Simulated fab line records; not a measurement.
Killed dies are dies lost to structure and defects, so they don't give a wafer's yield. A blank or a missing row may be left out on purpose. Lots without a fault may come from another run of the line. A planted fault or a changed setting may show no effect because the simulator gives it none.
Chamber matching -- flow n5_finfet -- N5_BEOL_M8_CURE_75 on uv_cure-02 has 3 sister chambers
The step cures SiCOH lowk, time 120 s. 14 wafers are shown with their chamber, then 7 later ones without.

== WAFERS PAIRED WITH THEIR CHAMBERS ==
wafer,chamber,wafer_temp_C_max,lamp_power_pct (%)
L080.2,0,372.2,52.36
L080.3,0,372.6,52.22
L080.4,0,371.8,52.34
L085.2,1,371.5,52.35
L085.3,1,371.1,52.32
L085.4,1,371.4,52.22
L089.1,2,371.0,52.34
L089.2,2,370.9,52.31
L089.3,2,371.4,52.26
L087.2,2,371.6,52.25
L087.4,2,371.2,52.39
L087.6,2,371.3,52.22
L088.1,1,371.3,52.37
L088.3,1,370.8,52.31

SIGNATURES, as means of the wafers listed above
reading,chamber 0,chamber 1,chamber 2,scatter within a chamber
wafer_temp_C_max,372.200,371.220,371.233,0.296
lamp_power_pct,52.3067,52.3140,52.2950,0.0639
Rule: for each reading, subtract the chamber's mean from the wafer's reading, divide by that reading's scatter and square the result; add these up over the readings and take the root, which gives the wafer's distance from the chamber. The wafer belongs to the nearest chamber; if the next one is less than 2 further off, it can't be placed. How the scatter is found: for the shown wafers, subtract from each reading the mean of its chamber, square and add these, divide the total by (wafers less chambers), then take the root.

== WAFERS WITH NO CHAMBER GIVEN ==
wafer,wafer_temp_C_max,lamp_power_pct (%)
L088.5,370.9,52.31
L090.2,371.5,52.21
L090.3,372.1,52.38
L090.4,371.7,52.34
L096.1,371.0,52.38
L096.3,371.0,52.26
L096.5,371.1,52.39

== WHICH CHAMBER EACH WENT THROUGH ==
wafer,from the rows above,in truth
L088.5,can't be placed: 1 or 2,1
L090.2,can't be placed: 2 or 1 or 0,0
L090.3,can't be placed: 0 or 1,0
L090.4,can't be placed: 1 or 2 or 0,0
L096.1,can't be placed: 1 or 2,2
L096.3,can't be placed: 2 or 1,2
L096.5,can't be placed: 1 or 2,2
Placed correctly: 0 of 7. Unplaceable from these rows: 7, with the true chamber sitting among the candidates in 7. Wrongly placed: 0.
